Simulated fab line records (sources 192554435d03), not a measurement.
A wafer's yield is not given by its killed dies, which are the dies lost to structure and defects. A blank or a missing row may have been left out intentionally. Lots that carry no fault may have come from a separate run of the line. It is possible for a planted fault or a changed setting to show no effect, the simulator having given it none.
Matching of chambers | flow n5_finfet | rie_diel-04 running N5_BEOL_M6_ETCH_72: 4 sister chambers
The step etches underlayer in N2/H2, target depth 6.5 nm, time 5.2 s. 20 wafers are shown with their chamber, then 10 later ones without.

EACH WAFER AND ITS CHAMBER
wafer  | chamber | drypump_motor_current_A (A) | showerhead_plenum_p_Torr (Torr) | throttle_valve_pct (%)
L075.1 | 2       | 5.8                         | 2.50                            | 17.94
L075.3 | 3       | 6.5                         | 2.62                            | 17.90
L075.5 | 3       | 6.5                         | 2.62                            | 17.92
L077.2 | 1       | 5.3                         | 2.59                            | 17.68
L077.3 | 2       | 5.8                         | 2.49                            | 17.94
L077.6 | 3       | 6.5                         | 2.62                            | 17.93
L079.1 | 3       | 6.5                         | 2.61                            | 17.93
L079.2 | 2       | 5.8                         | 2.49                            | 17.94
L079.5 | 2       | 5.8                         | 2.49                            | 17.98
L080.1 | 1       | 5.4                         | 2.59                            | 17.70
L080.4 | 0       | 5.2                         | 2.48                            | 17.16
L080.5 | 1       | 5.4                         | 2.59                            | 17.68
L085.3 | 2       | 5.8                         | 2.49                            | 17.58
L085.5 | 1       | 5.4                         | 2.59                            | 17.69
L085.6 | 2       | 5.8                         | 2.49                            | 17.57
L089.2 | 2       | 5.7                         | 2.48                            | 17.58
L089.4 | 3       | 6.5                         | 2.60                            | 17.98
L089.5 | 1       | 5.4                         | 2.58                            | 17.72
L090.1 | 3       | 6.5                         | 2.60                            | 18.00
L090.3 | 1       | 5.4                         | 2.58                            | 17.71

SIGNATURES (means of the wafers above)
reading                  | chamber 0 | chamber 1 | chamber 2 | chamber 3 | scatter within a chamber
drypump_motor_current_A  | 5.200     | 5.383     | 5.786     | 6.500     | 0.0325
showerhead_plenum_p_Torr | 2.4800    | 2.5867    | 2.4900    | 2.6117    | 0.00714
throttle_valve_pct       | 17.1600   | 17.6967   | 17.7900   | 17.9433   | 0.125
Rule: a wafer's distance from a chamber is the root of the sum, over the readings, of the square of ((its reading less the chamber's mean) divided by the reading's scatter). The wafer belongs to the nearest chamber; if the next one is less than 2 further off, it can't be placed. The scatter: the root of (the sum of the squares of (reading less its chamber's mean) over the shown wafers, divided by (wafers less chambers)).

WAFERS WHOSE CHAMBER IS MISSING
wafer  | drypump_motor_current_A (A) | showerhead_plenum_p_Torr (Torr) | throttle_valve_pct (%)
L090.5 | 6.5                         | 2.60                            | 17.99
L093.2 | 5.2                         | 2.47                            | 17.22
L093.4 | 5.8                         | 2.48                            | 17.60
L093.6 | 5.2                         | 2.47                            | 17.21
L091.3 | 6.5                         | 2.60                            | 17.99
L091.5 | 5.4                         | 2.58                            | 17.75
L091.6 | 5.8                         | 2.48                            | 17.59
L095.1 | 6.5                         | 2.60                            | 17.98
L095.3 | 5.4                         | 2.58                            | 17.73
L095.6 | 5.4                         | 2.58                            | 17.76

CHAMBER TAKEN BY EACH
wafer  | from the rows above | in truth
L090.5 | 3                   | 3
L093.2 | 0                   | 0
L093.4 | 2                   | 2
L093.6 | 0                   | 0
L091.3 | 3                   | 3
L091.5 | 1                   | 1
L091.6 | 2                   | 2
L095.1 | 3                   | 3
L095.3 | 1                   | 1
L095.6 | 1                   | 1
Correctly placed: 10 of 10. Not placeable from these rows: 0. Wrongly placed: 0.
